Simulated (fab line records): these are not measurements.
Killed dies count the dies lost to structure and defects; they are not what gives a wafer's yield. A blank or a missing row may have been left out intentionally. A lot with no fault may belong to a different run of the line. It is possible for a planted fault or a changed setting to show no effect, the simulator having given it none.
Comparing a struck lot with a sound one | flow n5 finfet | 32 steps out of a route of 1938
Sound: the wafers L416.1, L416.2, L416.6. Struck: wafers L409.2, L409.3, L409.6. The cause comes at the end.
Order at every step that has rows: each side's tool, ch and its chambers, its first start. Under that, the readings that differ: sound wafers | struck wafers | difference of the means | sigmas: that difference in standard deviations of wafers without a fault.
alike: readings with means less than 2 such deviations apart, plus words and numbers identical on both sides. not compared: withheld readings, readings lacking a value on some wafer, bounds such as >300 that could conceal the same value, and numbers that have no deviation in the record and whose values overlap.
A row with sigmas, a row that says differs or no value, or rows on one side alone: a step with any of these is where the two part. Numbers that don't overlap but have no deviation are shown without sigmas and don't part them. A reading that every wafer of one side lacks parts them only if that side has two wafers or more.

first, 10 steps without rows for these wafers: N5_SD_EPI_P_SRD_20 (time 30 s); N5_SD_EPI_P_PRECLEAN_51 (cleans in NF3:NH3, afs cycles 1, time 20 s, sublimation time 60 s); N5_SD_EPI_P_VAPOR_ETCH_44 (etches SiGe30 in NF3/Ar, time 3.3 s); N5_SD_EPI_P_EPI_21 (deposits SiGe:B, time 355 s); N5_SD_EPI_P_HM_STRIP_48 (strips SiNx in H3PO4, material SiNx, target depth 3 nm); N5_SD_EPI_P_SRD_49 (time 30 s); N5_SD_EPI_P_PRECLEAN_24 (cleans in O3/DIW, time 45 s); N5_SD_EPI_P_PRECLEAN_32 (cleans in dHF, time 10 s); N5_SD_EPI_P_PRECLEAN_33 (cleans in SC2, time 45 s); N5_SD_EPI_P_SRD_25 (time 30 s).
N5_SD_ACTIVATION_RTA_00: time 0 s.
  sound on rtp anneal-01 ch 0, day 8 10:40; struck on rtp anneal-02 ch 0, day 6 16:11
  reading             | sound             | struck            | difference | sigmas
  lamp power pct (%)  | 8.99 8.98 8.97    | 8.70 8.67 8.72    | -0.28      | -6
  lamp_zone_1_pct (%) | 8.909 8.907 8.950 | 8.791 8.704 8.774 | -0.166     | -6
  lamp_zone_2_pct (%) | 8.991 8.954 8.943 | 8.709 8.770 8.726 | -0.228     | -8
  lamp_zone_3_pct (%) | 8.970 8.950 8.994 | 8.749 8.724 8.698 | -0.248     | -10
  lamp_zone_4_pct (%) | 8.930 8.930 8.922 | 8.748 8.755 8.810 | -0.156     | -6
  lamp_zone_5_pct (%) | 8.892 8.944 8.962 | 8.765 8.761 8.798 | -0.158     | -6
  lamp_zone_6_pct (%) | 8.838 8.902 8.874 | 8.679 8.665 8.664 | -0.202     | -7
  lamp_zone_7_pct (%) | 9.375 9.346 9.362 | 9.085 9.160 9.167 | -0.224     | -8
  alike: wafer_temp_C_max
then, 19 steps without rows for these wafers: N5_SD_ACTIVATION_LSA_01 (time 0.0008 s); N5_ILD0_LINER_00 (material SiNx, target thk 4 nm, pulse time 1 s, purge time 2 s); N5_ILD0_FCVD_FILL_01 (material SiO2 flowable, target thk 200 nm, time 328.3 s); N5_ILD0_CURE_02 (time 1800 s); N5_ILD0_CMP_03 (polishes, stops on SiNx, t overpolish 1.9 s, target thk 197.38 nm); N5_ILD0_CMP_07 (polishes SiO2 flowable, stops on poly-Si, t overpolish 1.18 s, target thk 138.88 nm); N5_ILD0_PRECLEAN_10 (cleans in NF3:NH3, afs cycles 5, time 20 s, sublimation time 60 s); N5_ILD0_ALD_15 (deposits SiNx, target thk 24 nm, pulse time 1 s, ald cycles 480); N5_ILD0_CMP_12 (polishes SiNx, stops on poly-Si, t overpolish 6 s, target thk 17.67 nm); N5_SDB_HM_DEP_00 (deposits SiNx from SiH4/NH3/N2, target thk 40 nm, time 35.3 s); N5_SDB_COAT_03 (time 60 s, resist thk 100 nm); N5_SDB_COAT_04 (time 60 s, resist thk 18 nm); N5_SDB_COAT_05 (resist thk 90 nm); N5_SDB_EBR_07; N5_SDB_SOFTBAKE_06 (time 60 s); N5_SDB_EXPOSE_08 (exposes mask SDB); N5_SDB_PEB_09 (peb time 60 s); N5_SDB_DEVELOP_10 (develop time 30 s); N5_SDB_DESCUM_16 (chemistry O2, time 7.9 s).
-- the record jumps here: 5 days lie between the struck wafers' starts before and after (it left off in module SDB and takes up again in module BEOL_M4, whose first step shown is number 1111 of the route) --
N5_BEOL_M4_RC_MEAS_101:
  sound on prober-02 ch 0, day 13 20:56; struck on prober-01 ch 0, day 11 09:58
  reading         | sound          | struck         | difference | sigmas
  DIBL_N (mV/V)   | 38.3 36.7 37.5 | 33.9 33.3 33.0 | -4.1       | -2
  REXT_N (ohm.um) | 76.4 76.0 76.3 | 81.0 79.6 78.8 | +3.6       | +2
  alike: DIBL_P, IOFF_N, IOFF_P, ION_N, ION_P, REXT_P, SS_N, SS_P, VT_N, VT_P
-- a jump in the record: the struck wafers' starts before and after are 6 days apart (it breaks off in module BEOL_M4 and resumes in module PASSIVATION, where the first step shown is number 1936 of the route) --
N5_PASSIVATION_PROBE_49:
  record: rows for the struck wafers here (prober-01, day 17 04:22), none for the sound ones

== WHERE THEY PART ==
Last at N5_PASSIVATION_PROBE_49 as far as this record goes, first at N5_SD_ACTIVATION_RTA_00.

WHY: what had been put in by the simulator
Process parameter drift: rtp anneal-02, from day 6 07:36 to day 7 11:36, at N5_SD_ACTIVATION_RTA_00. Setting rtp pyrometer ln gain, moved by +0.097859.
